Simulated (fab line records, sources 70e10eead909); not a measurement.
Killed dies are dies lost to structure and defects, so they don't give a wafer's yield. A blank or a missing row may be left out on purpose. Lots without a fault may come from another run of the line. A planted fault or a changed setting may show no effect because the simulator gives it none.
Which tool did it? | flow nand_harc | 6 lots, 18 wafers sampled, at 3 steps of a route of 1302

WHAT THE GAUGES READ, wafer by wafer
NHARC_P_GATE_CD_MEAS_46: target cd 720 nm.
lot  | measured     | on        | cd_nm (nm)
L656 | day 6 05:10  | cd_sem-01 | 717.9 718.7 715.4
L659 | day 7 02:21  | cd_sem-02 | 721.4 721.6 723.7
L664 | day 9 20:13  | cd_sem-03 | 719.1 718.0 717.7
L665 | day 10 03:41 | cd_sem-01 | 719.8 722.2 717.3
L671 | day 12 03:23 | cd_sem-03 | 686.7 685.0 685.3
L676 | day 14 11:14 | cd_sem-01 | 720.6 720.1 720.8

WHICH TOOL RAN EACH LOT (tool, then ch and the chambers of the sampled wafers, then the start)
lot  | NHARC_P_GATE_DESCUM_13             | NHARC_P_GATE_EXPOSE_43
L656 | rie_diel-10 ch 1,3, day 4 21:32    | krf_scanner-04 ch 0, day 6 05:01
L659 | rie_diel-04 ch 1,2,3, day 5 23:35  | krf_scanner-02 ch 0, day 7 02:11
L664 | rie_diel-10 ch 0,1,2, day 8 11:46  | krf_scanner-04 ch 0, day 9 20:04
L665 | rie_diel-04 ch 0,2,3, day 8 20:01  | krf_scanner-02 ch 0, day 10 03:32
L671 | rie_diel-04 ch 1,2, day 11 01:23   | krf_scanner-03 ch 0, day 12 03:13
L676 | rie_diel-10 ch 1,2,3, day 13 07:07 | krf_scanner-04 ch 0, day 14 11:05
- NHARC_P_GATE_DESCUM_13: chemistry O2, time 3 s.
- NHARC_P_GATE_EXPOSE_43: exposes mask P NSD, target cd 720 nm.

THE ANSWER, worked out from the rows above alone
Rule: what is usual is taken from the lots themselves. Put in order of their means at a reading, lots are off if they are a third of the lots or fewer, leave a main group of 4 or more, and stand apart from it by a gap of 3 or more times the standard deviation of the main group's means; of several such gaps the widest counts. A main group whose means are all the same, to the digits that the tables above print for the reading, isn't used. A lot without any number at a reading at which 4 lots or more have one is off too. The other lots that the step has rows for count as sound.
Off: L671, at NHARC_P_GATE_CD_MEAS_46 (cd_nm). The main group: mean 719.6 nm, standard deviation 1.7.
A tool fits if, at a process step before that reading, it ran every lot that is off, and no sound lot after the first of them. The gauges at NHARC_P_GATE_CD_MEAS_46 are tried like those tools. Can't be told from this: 3 tools fit, rie_diel-04 at NHARC_P_GATE_DESCUM_13, krf_scanner-03 at NHARC_P_GATE_EXPOSE_43, cd_sem-03 at NHARC_P_GATE_CD_MEAS_46.

WHAT THE SIMULATOR HAD PUT IN
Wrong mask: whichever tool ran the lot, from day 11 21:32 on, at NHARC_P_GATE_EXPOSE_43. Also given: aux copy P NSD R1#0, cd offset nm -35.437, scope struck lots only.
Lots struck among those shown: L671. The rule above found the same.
